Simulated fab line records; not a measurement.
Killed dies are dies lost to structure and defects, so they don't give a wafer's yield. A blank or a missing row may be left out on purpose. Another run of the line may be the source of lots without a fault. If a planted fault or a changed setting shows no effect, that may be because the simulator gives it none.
Matching of chambers + flow n5 finfet + N5_BEOL_M7_CURE_75 on uv cure-03: 3 sister chambers
The step cures SiCOH lowk, time 120 s. 6 wafers are shown with their chamber, then 12 later ones without.

WAFERS PAIRED WITH THEIR CHAMBERS
| wafer  | chamber | wafer_temp_C_max | lamp power pct (%) |
|--------|---------|------------------|--------------------|
| L083.3 | 0       | 371.8            | 52.28              |
| L083.5 | 0       | 371.7            | 52.29              |
| L086.3 | 1       | 372.3            | 52.30              |
| L086.4 | 1       | 372.3            | 52.30              |
| L087.2 | 2       | 371.7            | 52.34              |
| L087.6 | 2       | 371.2            | 52.32              |

WAFERS WITH NO CHAMBER GIVEN
| wafer  | wafer_temp_C_max | lamp power pct (%) |
|--------|------------------|--------------------|
| L089.2 | 371.3            | 52.31              |
| L089.4 | 372.0            | 52.27              |
| L089.5 | 371.8            | 52.38              |
| L090.2 | 371.3            | 52.33              |
| L090.3 | 371.4            | 52.36              |
| L090.4 | 371.3            | 52.31              |
| L095.1 | 371.7            | 52.31              |
| L095.4 | 373.2            | 52.23              |
| L095.5 | 371.9            | 52.33              |
| L097.1 | 372.0            | 52.32              |
| L097.5 | 372.0            | 52.33              |
| L097.6 | 372.2            | 52.26              |

WHICH CHAMBER EACH ONE RAN IN
| wafer  | from the rows above          | in truth |
|--------|------------------------------|----------|
| L089.2 | can't be placed: 2 or 0      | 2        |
| L089.4 | can't be placed: 0 or 1      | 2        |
| L089.5 | 2                            | 2        |
| L090.2 | 2                            | 2        |
| L090.3 | 2                            | 2        |
| L090.4 | can't be placed: 2 or 0      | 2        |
| L095.1 | can't be placed: 2 or 0 or 1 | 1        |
| L095.4 | can't be placed: 1 or 0      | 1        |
| L095.5 | can't be placed: 2 or 1      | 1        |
| L097.1 | can't be placed: 1 or 2 or 0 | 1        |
| L097.5 | can't be placed: 2 or 1      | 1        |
| L097.6 | can't be placed: 0 or 1      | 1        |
Correct placement for 3 of the 12. From these rows, 9 cannot be placed; in 8 the true chamber is one of the candidates. Placed wrongly: 0.
How it was worked out, from the rows above alone: a wafer's distance from a chamber is the root of the sum, over the readings, of the square of ((its reading less the chamber's mean) divided by the reading's scatter). The wafer belongs to the nearest chamber; if the next one is less than 2 further off, it can't be placed. A chamber's mean is the mean of its shown wafers. The scatter: take each reading less its chamber's mean, square it, sum over the shown wafers, divide by the number of wafers less the number of chambers, and take the root.
